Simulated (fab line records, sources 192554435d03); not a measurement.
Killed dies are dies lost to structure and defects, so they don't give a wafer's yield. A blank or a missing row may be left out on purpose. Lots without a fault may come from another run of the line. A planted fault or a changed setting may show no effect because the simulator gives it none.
A struck lot beside a sound one | flow n5_finfet | 16 steps out of a route of 1938
Sound: wafers L195.3, L195.5, L195.6. Struck: wafer L191.2. (L191.4 of the same lot was not struck and is left out.) The cause comes at the end.
At each step with rows: each side's tool, then ch and its chambers, then its first start. Under that, the readings that differ: sound wafers | struck wafers | difference of the means | sigmas: that difference in standard deviations of wafers without a fault.
alike: readings whose means differ by less than 2 such deviations, and words and numbers that are the same on both sides. not compared: withheld readings, readings that some wafer has no value for, bounds like >300 that may hide the same value, and numbers for which the record gives no deviation and whose values overlap.
The two part at a step that has a row with sigmas, a row that says differs or no value, or rows on one side only. Numbers that don't overlap but have no deviation are shown without sigmas and don't part them. A reading that every wafer of one side lacks parts them only if that side has two wafers or more.

first, 7 steps without rows for these wafers: N5_MOL_CONTACT_COAG_COAT_58 (time 60 s, resist thk 10 nm); N5_MOL_CONTACT_COAG_COAT_02 (resist thk 30 nm); N5_MOL_CONTACT_COAG_EBR_04; N5_MOL_CONTACT_COAG_SOFTBAKE_03 (time 60 s); N5_MOL_CONTACT_COAG_EXPOSE_05 (exposes mask CA, defocus 0 nm); N5_MOL_CONTACT_COAG_PEB_06 (peb time 60 s); N5_MOL_CONTACT_COAG_DEVELOP_07 (develop time 30 s).
N5_MOL_CONTACT_COAG_CD_MEAS_08: target cd 28 nm.
  sound on cd_sem-03 ch 0, day 9 18:07; struck on cd_sem-02 ch 0, day 8 15:33
  alike: cd_nm
N5_MOL_CONTACT_COAG_OVL_MEAS_09:
  sound on overlay-01 ch 0, day 9 18:10; struck on overlay-02 ch 0, day 8 15:35
  alike: CA_OVL
N5_MOL_CONTACT_COAG_INSPECT_10: inspects for defects (brightfield).
  sound on defect_inspect-02, day 9 18:13; struck on defect_inspect-01, day 8 15:38
  alike: raw_defect_count
N5_MOL_CONTACT_COAG_DESCUM_13: chemistry O2, time 7 s.
  sound on rie_diel-02 ch 0,1,3, day 9 18:14; struck on rie_diel-05 ch 3, day 8 15:41
  alike: drypump_motor_current_A, oes_product_au, rf_vpp_V, showerhead_plenum_p_Torr, throttle_valve_pct
  not compared: rf_hours_counter_h
N5_MOL_CONTACT_COAG_ETCH_59: etches underlayer in N2/H2, target depth 13 nm, time 10.4 s.
  sound on rie_diel-02 ch 0,1,3, day 9 18:16; struck on rie_diel-05 ch 3, day 8 15:43
  alike: drypump_motor_current_A, etch_rf_on_time_s, oes_product_au, rf_vpp_V, showerhead_plenum_p_Torr, throttle_valve_pct
  not compared: rf_hours_counter_h
N5_MOL_CONTACT_COAG_ETCH_105: etches SiARC in CF4, target depth 15.6 nm, time 26 s.
  sound on rie_diel-02 ch 0,1,3, day 9 18:17; struck on rie_diel-05 ch 3, day 8 15:44
  reading               | sound          | struck | difference | sigmas
  etch_rf_on_time_s (s) | 25.7 25.9 26.3 | 38.7   | +12.7      | +25
  oes_product_au (a.u.) | 0.77 0.66 0.74 | 0.50   | -0.22      | -3
  alike: drypump_motor_current_A, rf_vpp_V, showerhead_plenum_p_Torr, throttle_valve_pct
  not compared: rf_hours_counter_h
N5_MOL_CONTACT_COAG_ETCH_106: etches SOC in N2/H2, target depth 80 nm, overetch 16 nm, time 120 s.
  sound on rie_diel-02 ch 0,1,3, day 9 18:19; struck on rie_diel-05 ch 3, day 8 15:46
  alike: drypump_motor_current_A, oes_product_au, rf_vpp_V, showerhead_plenum_p_Torr, throttle_valve_pct
  not compared: rf_hours_counter_h
-- the record jumps here: 3 days lie between the struck wafers' starts before and after (it left off in module MOL_CONTACT_COAG and takes up again in module BEOL_M4, whose first step shown is number 1111 of the route) --
N5_BEOL_M4_RC_MEAS_101:
  sound on prober-02 ch 0, day 12 18:52; struck on prober-02 ch 0, day 12 01:39
  reading       | sound          | struck | difference | sigmas
  SS_N (mV/dec) | 71.7 72.4 73.0 | 70.6   | -1.8       | -3
  alike: DIBL_N, DIBL_P, IOFF_N, IOFF_P, ION_N, ION_P, SS_P, VT_N, VT_P
-- the record jumps here: 4 days lie between the struck wafers' starts before and after (it left off in module BEOL_M4 and takes up again in module PASSIVATION, whose first step shown is number 1936 of the route) --
N5_PASSIVATION_PROBE_49:
  sound on prober-02, day 17 00:05; struck on prober-01, day 15 22:32
  reading                | sound    | struck | difference | sigmas
  sort_bin_4_leakage (%) | 0 0 0.17 | 0      | +0         | -4
  alike: defect_limited_yield, killed_at_M0_to_M3, killed_at_M4_up, killed_at_contacts, killed_at_front_end, killed_at_other, killed_dies, killed_on_rim, killed_open, killed_short, sort_bin_5_function, sort_bin_6_memory, sort_n_pass, sort_yield_pct

WHERE THEY PART
First at N5_MOL_CONTACT_COAG_ETCH_105; last, within this record, at N5_PASSIVATION_PROBE_49.

WHY: what the simulator had put in
Process parameter drift: rie_diel-05, from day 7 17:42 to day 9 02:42, at N5_MOL_CONTACT_COAG_ETCH_105. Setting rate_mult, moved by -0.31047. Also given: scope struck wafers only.
